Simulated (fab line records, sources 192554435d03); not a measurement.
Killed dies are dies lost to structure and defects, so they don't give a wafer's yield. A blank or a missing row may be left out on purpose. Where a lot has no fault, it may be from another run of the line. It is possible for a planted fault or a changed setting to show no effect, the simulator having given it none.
8D (eight disciplines) problem report, filled in by code    flow n5-finfet    the parts of the form that need people (team, actions taken, sign-off) are left out

== 1. THE PROBLEM ==
N5_HKMG_FIN_ETCH_54, rf-vpp-V: mean 250.2 V over 1 wafer from 1 lot; wafers with no fault: 184.0 V, standard deviation 0.92. Relative to the usual mean, that is a shift of +72 standard deviations.
The step: etches SiARC in CF4, target depth 45.5 nm, time 75.8 s.
The first sign was on wafer L719.2 at day 7 21:31, on rie-diel-06. The record holds 26 wafers of 9 lots with a number at this step. The rule behind "out" and "out of limits": a value lying over 4 standard deviations away from the usual mean. The other wafers with a number count as sound.

== 2. WHAT IT IS, AND WHAT IT ISN'T ==
question                     is                           is not
which readings at this step  rf-vpp-V, etch-rf-on-time-s  drypump-motor-current-A, oes-product-au, showerhead-plenum-p-Torr, throttle-valve-pct
which lots                   L719                         L703, L705, L706, L710, L712, L721, L722, L724
which wafers of those lots   L719.2                       L719.4, L719.5
read on which tools          rie-diel-06                  rie-diel-01, rie-diel-05
when                         from day 7 21:31             up to then (17 sound wafers); but 8 sound wafers of L721, L722, L724 came after

== 3. SUSPECTS, AND WHAT RULES EACH OUT ==
Counting: any tool at a process step up to the reading remains a suspect provided it ran every lot that is out. Sound lots after the first of them don't rule it out here, since some wafers of a struck lot are sound.
- rtp-anneal-02 at N5_HKMG_FIN_HK_ANNEAL_02 (time 30 s): kept. The lot that is out, L719, ran on it at day 7 20:34; the last sound lot it ran before that was L710, at day 5 17:56.
- rie-diel-06 at N5_HKMG_FIN_ETCH_54 (etches SiARC in CF4, target depth 45.5 nm, time 75.8 s): kept. The lot that is out, L719, ran on it at day 7 21:31; the last sound lot it ran before that was L710, at day 5 18:44. Out on those wafers are its own readings of etch-rf-on-time-s, rf-vpp-V.
- Within rie-diel-06 at N5_HKMG_FIN_ETCH_54, the wafers that are out were processed in chamber 0 and their sound lot-mates in chamber 3.
Remaining after the count are rtp-anneal-02 at N5_HKMG_FIN_HK_ANNEAL_02 and rie-diel-06 at N5_HKMG_FIN_ETCH_54.

== 4. THE CAUSE (what the simulator had put in) ==
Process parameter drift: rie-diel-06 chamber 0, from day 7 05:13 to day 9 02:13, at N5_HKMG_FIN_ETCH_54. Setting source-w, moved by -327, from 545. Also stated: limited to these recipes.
Counting left 2 suspects, and this tool is among them.

== 5. SEQUENCE OF EFFECTS, ordered by route ==
One row per reading whose mean, taken over the struck wafers that have a number, lies over 3 standard deviations from the usual. Only readings whose record carries a usual standard deviation are examined. hours: median over the lots of the time between each lot's start at the first step of this table that gives one and its start at this step. sigmas: the change, counted in usual standard deviations.
hours  step                 reading            usual    on struck wafers  change  sigmas
0      N5_HKMG_FIN_ETCH_54  etch-rf-on-time-s  75.8 s   178.0             +102.2  +49
0      N5_HKMG_FIN_ETCH_54  rf-vpp-V           184.0 V  250.2             +66.2   +72
Process steps it contains:
- N5_HKMG_FIN_ETCH_54: etches SiARC in CF4, target depth 45.5 nm, time 75.8 s.
Readings that are blank on the struck wafers while sound wafers have them: bias-w at N5_HKMG_FIN_ETCH_54.
At these later measuring or inspecting steps, every struck wafer for which the step has a row has a number for every such reading, and none has moved that far: N5_BEOL_M4_RC_MEAS_101.

== 6. HOW IT WOULD HAVE BEEN CAUGHT EARLIER ==
First out-of-limits reading in this record: day 7 21:31, which is 16 hours after fault onset at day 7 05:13.
